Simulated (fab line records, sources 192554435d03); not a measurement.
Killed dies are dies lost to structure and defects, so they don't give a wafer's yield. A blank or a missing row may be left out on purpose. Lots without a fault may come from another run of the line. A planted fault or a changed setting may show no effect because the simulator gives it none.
Split-lot experiment | flow n5_finfet | 7 lots, 39 wafers read, on a route of 1938 steps

THE SPLIT
At N5_BEOL_M2_VIA_ETCH_34 (etches the open film in C4F6/O2, target depth 69.4 nm, time 65.9 s), the setting time_s was moved away from the recipe's 65.9 s on 15 of the 39 wafers read, by -25.7% to +53.0%. The other wafers ran this setting at the recipe's value.

The reading is taken at the split's own step.

THE READING
SOC_of_BEOL_M2_COAT_67.thk_nm (the simulator's own value, which no gauge read), in nm, at N5_BEOL_M2_VIA_ETCH_34 (etches the open film in C4F6/O2, target depth 69.4 nm, time 65.9 s). The file gives no usual value for it. The 24 wafers here that ran the recipe average 51.9 nm, standard deviation 0.21 nm.

wafer  | tool, chamber at the split | time_s as run, s | against the recipe | SOC_of_BEOL_M2_COAT_67.thk_nm, nm | against lot-mates on the recipe
L074.1 | rie_diel-02, 2             | 52.03            | -21.0%             | 53.6                              | +1.7
L074.2 | rie_diel-02, 0             | 65.9             | recipe             | 51.8                              | -
L074.3 | rie_diel-02, 1             | 52.03            | -21.0%             | 53.8                              | +1.9
L074.4 | rie_diel-02, 3             | 65.9             | recipe             | 52.2                              | -
L074.5 | rie_diel-02, 0             | 65.9             | recipe             | 51.8                              | -
L074.6 | rie_diel-02, 1             | 52.03            | -21.0%             | 53.6                              | +1.7
L076.1 | rie_diel-04, 2             | 65.9             | recipe             | 52.2                              | -
L076.2 | rie_diel-04, 3             | 48.96            | -25.7%             | 54.2                              | +2.1
L076.3 | rie_diel-04, 0             | 48.96            | -25.7%             | 54                                | +1.9
L076.4 | rie_diel-04, 1             | 65.9             | recipe             | 51.8                              | -
L076.5 | rie_diel-04, 2             | 48.96            | -25.7%             | 54.2                              | +2.1
L076.6 | rie_diel-04, 1             | 65.9             | recipe             | 52.2                              | -
L077.1 | rie_diel-04, 1             | 65.9             | recipe             | 52                                | -
L077.2 | rie_diel-04, 3             | 65.9             | recipe             | 52                                | -
L077.3 | rie_diel-04, 2             | 49.83            | -24.4%             | 54                                | +2.1
L077.4 | rie_diel-04, 0             | 49.83            | -24.4%             | 54                                | +2.1
L077.5 | rie_diel-04, 0             | 65.9             | recipe             | 51.8                              | -
L077.6 | rie_diel-04, 1             | 49.83            | -24.4%             | 54                                | +2.1
L078.1 | rie_diel-02, 2             | 65.9             | recipe             | 52.2                              | -
L078.2 | rie_diel-02, 3             | 65.9             | recipe             | 52.4                              | -
L078.5 | rie_diel-02, 1             | 65.9             | recipe             | 52.2                              | -
L091.1 | rie_diel-04, 1             | 100.8            | +53.0%             | 48                                | -3.9
L091.2 | rie_diel-04, 2             | 100.8            | +53.0%             | 47.8                              | -4.1
L091.3 | rie_diel-04, 0             | 65.9             | recipe             | 51.8                              | -
L091.4 | rie_diel-04, 0             | 100.8            | +53.0%             | 47.4                              | -4.5
L091.5 | rie_diel-04, 2             | 65.9             | recipe             | 51.8                              | -
L091.6 | rie_diel-04, 1             | 65.9             | recipe             | 52                                | -
L093.1 | rie_diel-05, 2             | 65.9             | recipe             | 51.8                              | -
L093.2 | rie_diel-05, 0             | 65.9             | recipe             | 51.8                              | -
L093.3 | rie_diel-05, 1             | 65.9             | recipe             | 51.6                              | -
L093.4 | rie_diel-05, 3             | 65.9             | recipe             | 52                                | -
L093.5 | rie_diel-05, 1             | 65.9             | recipe             | 51.8                              | -
L093.6 | rie_diel-05, 0             | 65.9             | recipe             | 51.6                              | -
L095.1 | rie_diel-02, 2             | 51.6             | -21.7%             | 53.8                              | +1.9
L095.2 | rie_diel-02, 0             | 65.9             | recipe             | 51.8                              | -
L095.3 | rie_diel-02, 3             | 65.9             | recipe             | 51.8                              | -
L095.4 | rie_diel-02, 1             | 51.6             | -21.7%             | 53.4                              | +1.5
L095.5 | rie_diel-02, 0             | 51.6             | -21.7%             | 53.6                              | +1.7
L095.6 | rie_diel-02, 3             | 65.9             | recipe             | 52                                | -

THE FIT
A straight line over all 39 wafers: SOC_of_BEOL_M2_COAT_67.thk_nm changes by -0.0807 nm for each +1% of time_s; r = -0.99; the points scatter about the line by 0.2 nm.
The same after taking each lot's own level away (the mean of its wafers on the recipe; 39 wafers): -0.0795 nm for each +1%; r = -1.00; scatter 0.15 nm.
On that fit, the largest move of time_s shifts the reading by 4.2 nm.
The lots' own levels span 51.77 to 52.27 nm, that is 2.4 times the standard deviation above.
So the lot-to-lot level changes the slope little: the two slopes agree.
Check: with one of the wafers moved furthest among these (+53.0%) left out of the fit, the line predicts -4.29 nm for it against its lot-mates. It came out at -3.87 nm against them.

OTHER SPLITS ON THESE WAFERS
These wafers also went through other splits before the reading. Each is held against what the fit with the lots' levels taken away leaves over:
other split on the same wafers              | wafers away from the commonest value | r with SOC_of_BEOL_M2_COAT_67.thk_nm (lot level and that fit taken away)
N5_BEOL_M0_SAQP_SPACER2_ALD_26 target_thk_a | 6                                    | +0.12
N5_BEOL_M1_ILD_DEP_00 time_s                | 12                                   | -0.39

THE WHOLE CHAIN: every reading that the file lists as answering this split, in the file's order
step                   | what it does                                                       | reading                                                                        | change (the file's fit)                | r (the file's)
N5_BEOL_M2_VIA_ETCH_34 | etches the open film in C4F6/O2, target depth 69.4 nm, time 65.9 s | etch.depth_nm (the simulator's own value, which no gauge read)                 | +0.694 nm for each +1% of the setting  | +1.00
N5_BEOL_M2_VIA_ETCH_34 | etches the open film in C4F6/O2, target depth 69.4 nm, time 65.9 s | SOC_of_BEOL_M2_COAT_67.thk_nm (the simulator's own value, which no gauge read) | -0.0797 nm for each +1% of the setting | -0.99

THE FILE'S OWN FIT
SOC_of_BEOL_M2_COAT_67.thk_nm changes by -0.0797 nm for each +1% of time_s, r = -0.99.
